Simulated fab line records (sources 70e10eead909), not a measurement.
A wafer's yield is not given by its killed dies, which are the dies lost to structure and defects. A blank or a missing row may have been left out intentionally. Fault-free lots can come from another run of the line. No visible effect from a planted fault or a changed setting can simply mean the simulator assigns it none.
Chamber matching + flow nand_harc + NHARC_A_STAIRCASE_DESCUM_186 on rie_diel-02: 4 sister chambers
The step chemistry O2, time 3 s. 20 wafers are shown with their chamber, then 10 later ones without.

== WAFERS PAIRED WITH THEIR CHAMBERS ==
| wafer  | chamber | drypump_motor_current_A (A) | showerhead_plenum_p_Torr (Torr) | rf_vpp_V (V) |
|--------|---------|-----------------------------|---------------------------------|--------------|
| L075.1 | 3       | 5.2                         | 1.88                            | 57.9         |
| L075.2 | 2       | 5.3                         | 1.85                            | 56.7         |
| L075.3 | 0       | 5.9                         | 1.84                            | 57.0         |
| L076.2 | 3       | 5.2                         | 1.88                            | 58.1         |
| L076.3 | 2       | 5.3                         | 1.85                            | 57.6         |
| L076.6 | 0       | 5.8                         | 1.84                            | 58.5         |
| L080.1 | 1       | 6.0                         | 1.78                            | 55.3         |
| L080.4 | 3       | 5.1                         | 1.88                            | 56.9         |
| L080.5 | 1       | 6.0                         | 1.78                            | 56.9         |
| L086.2 | 0       | 5.8                         | 1.84                            | 58.2         |
| L086.3 | 3       | 5.2                         | 1.88                            | 57.5         |
| L086.5 | 1       | 6.0                         | 1.78                            | 56.9         |
| L083.4 | 0       | 5.8                         | 1.84                            | 58.8         |
| L083.5 | 1       | 6.0                         | 1.78                            | 56.7         |
| L083.6 | 2       | 5.3                         | 1.84                            | 58.1         |
| L092.4 | 2       | 5.3                         | 1.84                            | 58.0         |
| L092.5 | 3       | 5.2                         | 1.87                            | 57.3         |
| L092.6 | 0       | 5.8                         | 1.83                            | 56.9         |
| L093.1 | 2       | 5.3                         | 1.84                            | 56.7         |
| L093.2 | 0       | 5.8                         | 1.83                            | 57.4         |

SIGNATURES, as means of the wafers listed above
| reading                  | chamber 0 | chamber 1 | chamber 2 | chamber 3 | scatter within a chamber |
|--------------------------|-----------|-----------|-----------|-----------|--------------------------|
| drypump_motor_current_A  | 5.817     | 6.000     | 5.300     | 5.180     | 0.032                    |
| showerhead_plenum_p_Torr | 1.8367    | 1.7800    | 1.8440    | 1.8780    | 0.00456                  |
| rf_vpp_V                 | 57.800    | 56.450    | 57.420    | 57.540    | 0.7                      |
Rule: a wafer's distance from a chamber is the root of the sum, over the readings, of the square of ((its reading less the chamber's mean) divided by the reading's scatter). If the next closest chamber is less than 2 further off than the closest, the wafer can't be placed; otherwise it belongs to the closest. How the scatter is found: for the shown wafers, subtract from each reading the mean of its chamber, square and add these, divide the total by (wafers less chambers), then take the root.

== WAFERS WITH NO CHAMBER GIVEN ==
| wafer  | drypump_motor_current_A (A) | showerhead_plenum_p_Torr (Torr) | rf_vpp_V (V) |
|--------|-----------------------------|---------------------------------|--------------|
| L093.3 | 6.0                         | 1.78                            | 56.5         |
| L094.1 | 5.8                         | 1.83                            | 57.1         |
| L094.2 | 6.0                         | 1.78                            | 57.8         |
| L094.3 | 5.1                         | 1.87                            | 56.7         |
| L095.3 | 5.2                         | 1.87                            | 59.3         |
| L095.4 | 5.9                         | 1.78                            | 57.7         |
| L095.6 | 5.2                         | 1.87                            | 57.7         |
| L097.1 | 5.3                         | 1.84                            | 57.0         |
| L097.4 | 5.2                         | 1.87                            | 56.6         |
| L097.5 | 5.3                         | 1.84                            | 58.0         |

== WHICH CHAMBER EACH ONE RAN IN ==
| wafer  | from the rows above | in truth |
|--------|---------------------|----------|
| L093.3 | 1                   | 1        |
| L094.1 | 0                   | 0        |
| L094.2 | 1                   | 1        |
| L094.3 | 3                   | 3        |
| L095.3 | 3                   | 3        |
| L095.4 | 1                   | 1        |
| L095.6 | 3                   | 3        |
| L097.1 | 2                   | 2        |
| L097.4 | 3                   | 3        |
| L097.5 | 2                   | 2        |
Correct placement for 10 of the 10. Number that these rows cannot place: 0. Wrongly placed: 0.
